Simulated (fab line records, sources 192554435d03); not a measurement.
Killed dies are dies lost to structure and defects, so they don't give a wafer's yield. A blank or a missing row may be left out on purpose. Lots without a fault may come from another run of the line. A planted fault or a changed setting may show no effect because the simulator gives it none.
Which tool did it? | flow n5_finfet | 10 lots, 30 wafers sampled, at 6 steps of a route of 1938

WHAT THE GAUGES READ, wafer by wafer
N5_BEOL_M12_THK_MEAS_50: measures by xrf.
lot  | measured     | on            | M12_THK (nm)
L980 | day 11 10:49 | film_metro-02 | 333 336 329
L978 | day 11 13:14 | film_metro-02 | 325 329 322
L981 | day 11 18:56 | film_metro-01 | 332 319 324
L982 | day 12 21:31 | film_metro-02 | 327 318 323
L985 | day 13 02:50 | film_metro-01 | 320 324 317
L987 | day 13 13:26 | film_metro-01 | 314 321 320
L995 | day 15 07:38 | film_metro-01 | 321 322 318
L999 | day 16 02:22 | film_metro-01 | 318 328 326
L997 | day 16 11:04 | film_metro-02 | 324 332 339
L101 | day 17 05:44 | film_metro-02 | 322 320 326

N5_BEOL_M12_INSPECT_55: inspects for defects (darkfield).
lot  | measured     | on                | raw_defect_count
L980 | day 11 10:58 | defect_inspect-01 | 52 49 54
L978 | day 11 13:23 | defect_inspect-01 | 47 35 42
L981 | day 11 19:05 | defect_inspect-01 | 166 73 63
L982 | day 12 21:41 | defect_inspect-02 | 100 44 117
L985 | day 13 02:59 | defect_inspect-02 | 57 51 34
L987 | day 13 13:35 | defect_inspect-02 | 57 75 57
L995 | day 15 07:47 | defect_inspect-02 | 467 422 424
L999 | day 16 02:31 | defect_inspect-02 | 57 42 46
L997 | day 16 11:13 | defect_inspect-02 | 415 493 494
L101 | day 17 05:53 | defect_inspect-01 | 50 56 43

N5_BEOL_M13_INSPECT_12: inspects for defects (macro).
lot  | measured     | on                | raw_defect_count
L980 | day 11 11:38 | defect_inspect-01 | 2 2 1
L978 | day 11 14:03 | defect_inspect-01 | 2 4 4
L981 | day 11 19:38 | defect_inspect-02 | 5 2 0
L982 | day 12 22:14 | defect_inspect-02 | 4 2 2
L985 | day 13 03:32 | defect_inspect-02 | 3 1 3
L987 | day 13 14:16 | defect_inspect-02 | 1 3 3
L995 | day 15 08:20 | defect_inspect-02 | >300 >300 >300
L999 | day 16 03:03 | defect_inspect-01 | 3 3 2
L997 | day 16 11:53 | defect_inspect-01 | >300 >300 >300
L101 | day 17 06:38 | defect_inspect-01 | 0 1 3

WHICH TOOL RAN EACH LOT (tool, then ch and the chambers of the sampled wafers, then the start)
lot  | N5_BEOL_M12_TRENCH_ETCH_34         | N5_BEOL_M12_STRIP_37                 | N5_BEOL_M12_PRE_CLEAN_52
L980 | rie_diel-02 ch 0,1,3, day 11 08:47 | plasma_asher-02 ch 0,1, day 11 08:58 | pecvd-02 ch 0,1,2, day 11 10:51
L978 | rie_diel-01 ch 0,2,3, day 11 10:00 | plasma_asher-02 ch 0,1, day 11 10:13 | pecvd-02 ch 0,1, day 11 13:16
L981 | rie_diel-02 ch 0,2,3, day 11 15:53 | plasma_asher-02 ch 0,1, day 11 16:07 | pecvd-04 ch 0,1,2, day 11 18:58
L982 | rie_diel-04 ch 0,2,3, day 12 18:18 | plasma_asher-01 ch 0,1, day 12 18:29 | pecvd-02 ch 1,2, day 12 21:33
L985 | rie_diel-02 ch 0,1,3, day 13 00:35 | plasma_asher-01 ch 0,1, day 13 00:49 | pecvd-02 ch 0,2, day 13 02:53
L987 | rie_diel-04 ch 0,1,3, day 13 11:13 | plasma_asher-02 ch 0,1, day 13 11:24 | pecvd-02 ch 0,1, day 13 13:28
L995 | rie_diel-02 ch 1,2,3, day 15 03:25 | plasma_asher-02 ch 0,1, day 15 03:37 | pecvd-02 ch 0,1, day 15 07:41
L999 | rie_diel-02 ch 2,3, day 15 23:02   | plasma_asher-02 ch 0,1, day 15 23:13 | pecvd-01 ch 0,2, day 16 02:23
L997 | rie_diel-04 ch 0,3, day 16 07:42   | plasma_asher-02 ch 0,1, day 16 07:54 | pecvd-02 ch 0,2, day 16 11:06
L101 | rie_diel-02 ch 1,2, day 17 00:50   | plasma_asher-02 ch 0,1, day 17 01:03 | pecvd-01 ch 0,1,2, day 17 05:46
- N5_BEOL_M12_TRENCH_ETCH_34: etches SiOC in C4F8/O2/Ar, target depth 318.95 nm, time 125.5 s.
- N5_BEOL_M12_STRIP_37: strips in N2/H2.
- N5_BEOL_M12_PRE_CLEAN_52: time 15 s.

WHAT THE TOOLS THEMSELVES READ (means of the sampled wafers that have a number; where no wafer has one, the mark that the record gives instead)
N5_BEOL_M12_TRENCH_ETCH_34.
lot  | tool        | bias_w (W) | drypump_motor_current_A (A) | oes_product_au (a.u.) | rf_vpp_V (V) | showerhead_plenum_p_Torr (Torr) | throttle_valve_pct (%)
L980 | rie_diel-02 | 697.1      | 5.7                         | 0.79                  | 666.0        | 3.42                            | 24.43
L978 | rie_diel-01 | 698.9      | 5.5                         | 0.80                  | 666.0        | 3.41                            | 24.07
L981 | rie_diel-02 | 700.5      | 5.5                         | 0.78                  | 667.2        | 3.46                            | 24.33
L982 | rie_diel-04 | 701.5      | 6.1                         | 0.75                  | 660.7        | 3.27                            | 24.32
L985 | rie_diel-02 | 701.6      | 5.7                         | 0.76                  | 666.0        | 3.41                            | 24.45
L987 | rie_diel-04 | 699.4      | 6.0                         | 0.79                  | 660.9        | 3.29                            | 24.45
L995 | rie_diel-02 | 700.1      | 5.8                         | 0.69                  | 665.6        | 3.41                            | 24.49
L999 | rie_diel-02 | 698.9      | 5.3                         | 0.69                  | 665.9        | 3.41                            | 24.54
L997 | rie_diel-04 | 700.4      | 6.3                         | 0.86                  | 667.5        | 3.50                            | 24.40
L101 | rie_diel-02 | 699.3      | 6.1                         | 0.68                  | 666.0        | 3.45                            | 24.37

N5_BEOL_M12_STRIP_37.
lot  | tool            | drypump_motor_current_A (A) | heater_power_w (W) | oes_product_au (a.u.)
L980 | plasma_asher-02 | 5.3                         | 331                | 0.798
L978 | plasma_asher-02 | 5.3                         | 333                | 0.791
L981 | plasma_asher-02 | 5.1                         | 329                | 0.801
L982 | plasma_asher-01 | 6.2                         | 387                | 0.794
L985 | plasma_asher-01 | 6.2                         | 388                | 0.794
L987 | plasma_asher-02 | 5.1                         | 332                | 0.783
L995 | plasma_asher-02 | 5.3                         | 333                | 0.800
L999 | plasma_asher-02 | 5.3                         | 337                | 0.791
L997 | plasma_asher-02 | 5.1                         | 333                | 0.777
L101 | plasma_asher-02 | 5.3                         | 335                | 0.786

THE ANSWER, worked out from the rows above alone
Rule: what is usual is taken from the lots themselves. Put in order of their means at a reading, lots are off if they are a third of the lots or fewer, leave a main group of 4 or more, and stand apart from it by a gap of 3 or more times the standard deviation of the main group's means; of several such gaps the widest counts. A main group whose means are all the same, to the digits that the tables above print for the reading, isn't used. A lot without any number at a reading at which 4 lots or more have one is off too. The other lots that the step has rows for count as sound. The gauges are gone through in route order, then the tools' own readings, and for those a lot's mean is taken as printed above. The first step at which some lot is off is used, and at that step the reading that is off furthest; a lot without a number counts as furthest.
Off: L995, L997, at N5_BEOL_M12_INSPECT_55 (raw_defect_count). The main group: mean 61, standard deviation 20.
A tool fits if, at a process step before that reading, it ran every lot that is off, and no sound lot after the first of them. The gauges at N5_BEOL_M12_INSPECT_55 are tried like those tools. One fits: pecvd-02 at N5_BEOL_M12_PRE_CLEAN_52. Its last sound lot is L987 (day 13 13:28), its first lot that is off L995 (day 15 07:41): a fault that began between those two fits.

WHAT THE SIMULATOR HAD PUT IN
Chamber particle source: pecvd-02, from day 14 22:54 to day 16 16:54, at N5_BEOL_M12_PRE_CLEAN_52. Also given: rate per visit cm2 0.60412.
Lots struck among those shown: L995, L997. The rule above found the same.
